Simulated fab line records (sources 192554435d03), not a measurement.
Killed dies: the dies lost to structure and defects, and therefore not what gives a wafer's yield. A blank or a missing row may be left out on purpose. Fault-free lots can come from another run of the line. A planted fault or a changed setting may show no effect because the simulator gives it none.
8D (eight disciplines) problem report, filled in by code -- flow n5_finfet -- the parts of the form that need people (team, actions taken, sign-off) are left out

## 1. WHAT WENT WRONG
Mean of rf_fwd_power_W at N5_BEOL_M0_SAQP_ETCH_107: 485.3 W across 6 wafers in 2 lots; on wafers with no fault it is 391.3 W (standard deviation 1.7). That puts it +55 standard deviations away from the usual mean.
The step: etches SiNx in CH3F/O2, target depth 30 nm.
The first sign was on wafer L987.3 at day 7 16:31, on rie_diel-02. The record holds 25 wafers of 9 lots with a number at this step. The rule behind "out" and "out of limits": a value lying over 4 standard deviations away from the usual mean. The other wafers with a number count as sound.

## 2. WHAT IT IS, AND WHAT IT ISN'T
question,is,is not
which readings at this step,"rf_fwd_power_W, rf_vpp_V","O2_flow_sccm, drypump_motor_current_A, showerhead_plenum_p_Torr, throttle_valve_pct"
which lots,"L987, L989","L101, L981, L982, L984, L995, L996, L999"
which wafers of those lots,all that have a number,-
read on which tools,rie_diel-02,"rie_diel-01, rie_diel-03"
when,from day 7 16:31,"up to then (9 sound wafers); but 10 sound wafers of L101, L995, L996, L999 came after"

## 3. WHAT RULES OUT EACH SUSPECT
Counting: a tool stays on the suspect list if, at a process step up to the reading, it processed all lots that are out and no sound lot following the first of them.
- pecvd-01 at N5_BEOL_M0_SAQP_HM_DEP_111 (deposits SiO2 from SiH4/N2O, target thk 12 nm, time 7.2 s): ruled out as a lasting fault. After its first lot that is out, L987 (day 7 12:47), sound lots L999 ran on it.
- rie_diel-02 at N5_BEOL_M0_SAQP_ETCH_107 (etches SiNx in CH3F/O2, target depth 30 nm): ruled out as a lasting fault. After its first lot that is out, L987 (day 7 16:31), sound lots L995, L996 ran on it.
Left after counting: nothing in the record.

## 4. THE CAUSE (what the simulator had put in)
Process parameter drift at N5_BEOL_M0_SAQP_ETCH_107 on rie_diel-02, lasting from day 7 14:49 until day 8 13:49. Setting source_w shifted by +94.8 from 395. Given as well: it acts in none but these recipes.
Counting ruled it out, wrongly.

## 5. THE CHAIN OF EFFECTS, in route order
Rows list readings where the struck wafers' mean (over those with a number) sits beyond 3 standard deviations from the usual. Only readings for which the record gives a usual standard deviation are gone through. hours: the time from each lot's start at the first step in this table that gives one to its start at this step, as a median over the lots. sigmas: the change in usual standard deviations.
hours,step,reading,usual,on struck wafers,change,sigmas
0,N5_BEOL_M0_SAQP_ETCH_107,oes_f_703_au,0.81 a.u.,1.14,+0.33,+3.4
0,N5_BEOL_M0_SAQP_ETCH_107,rf_fwd_power_W,391.3 W,485.3,+94.0,+55
0,N5_BEOL_M0_SAQP_ETCH_107,rf_vpp_V,295 V,265,-30,-6.9
Here are the process steps it includes:
- N5_BEOL_M0_SAQP_ETCH_107: etches SiNx in CH3F/O2, target depth 30 nm.
Later steps that measure or inspect, where all struck wafers having a row at the step show a number for every such reading and not one has moved that far: N5_BEOL_M0_SAQP_CD_MEAS_40, N5_BEOL_M4_RC_MEAS_101.

## 6. HOW IT WOULD HAVE BEEN CAUGHT EARLIER
First out-of-limits reading in this record: day 7 16:31, which is 2 hours after fault onset at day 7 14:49.
